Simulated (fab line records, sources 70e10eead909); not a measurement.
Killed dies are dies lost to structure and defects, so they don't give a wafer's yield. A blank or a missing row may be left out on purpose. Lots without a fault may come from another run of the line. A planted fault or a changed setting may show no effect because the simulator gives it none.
Which tool did it? | flow nand_harc | 12 lots, 36 wafers sampled, at 2 steps of a route of 1302

WHAT THE GAUGES READ, wafer by wafer
NHARC_A_CHANNEL_HOLE_D2_INSPECT_40.
lot  | measured     | on                | raw_defect_count
L076 | day 13 16:22 | defect_inspect-02 | 282 330 250
L077 | day 14 15:07 | defect_inspect-02 | 317 311 241
L079 | day 15 05:35 | defect_inspect-02 | 300 438 285
L081 | day 16 06:10 | defect_inspect-02 | 292 202 260
L083 | day 17 13:41 | defect_inspect-02 | 277 264 289
L085 | day 18 01:26 | defect_inspect-02 | 291 311 221
L087 | day 19 09:25 | defect_inspect-01 | 318 189 311
L089 | day 19 18:59 | defect_inspect-02 | 278 402 252
L091 | day 20 08:56 | defect_inspect-02 | 236 409 398
L093 | day 21 18:17 | defect_inspect-02 | 236 323 464
L097 | day 22 20:41 | defect_inspect-02 | 182 340 312
L096 | day 23 00:50 | defect_inspect-01 | 300 435 313

WHICH TOOL RAN EACH LOT (tool, then ch and the chambers of the sampled wafers, then the start)
lot  | NHARC_A_CHANNEL_HOLE_D2_ETCH_44
L076 | rie_diel-08 ch 1,2,3, day 13 15:24
L077 | rie_diel-07 ch 0,1, day 14 14:08
L079 | rie_diel-02 ch 0,1, day 15 04:35
L081 | rie_diel-08 ch 0,1, day 16 05:12
L083 | rie_diel-08 ch 0,2,3, day 17 12:42
L085 | rie_diel-08 ch 0,1,2, day 18 00:28
L087 | rie_diel-08 ch 0,3, day 19 08:25
L089 | rie_diel-08 ch 0,1,2, day 19 18:01
L091 | rie_diel-08 ch 0,2,3, day 20 07:57
L093 | rie_diel-07 ch 1,2,3, day 21 17:19
L097 | rie_diel-02 ch 1,3, day 22 19:43
L096 | rie_diel-08 ch 1,2,3, day 22 23:52
- NHARC_A_CHANNEL_HOLE_D2_ETCH_44: etches the open film in CF4/O2, target depth 140 nm, overetch 14 nm, time 77 s.

THE ANSWER, worked out from the rows above alone
Rule: what is usual is taken from the lots themselves. Put in order of their means at a reading, lots are off if they are a third of the lots or fewer, leave a main group of 4 or more, and stand apart from it by a gap of 3 or more times the standard deviation of the main group's means; of several such gaps the widest counts. A main group whose means are all the same, to the digits that the tables above print for the reading, isn't used. A lot without any number at a reading at which 4 lots or more have one is off too. The other lots that the step has rows for count as sound.
No lot is off at any reading shown: from this, nothing can be told.

WHAT THE SIMULATOR HAD PUT IN
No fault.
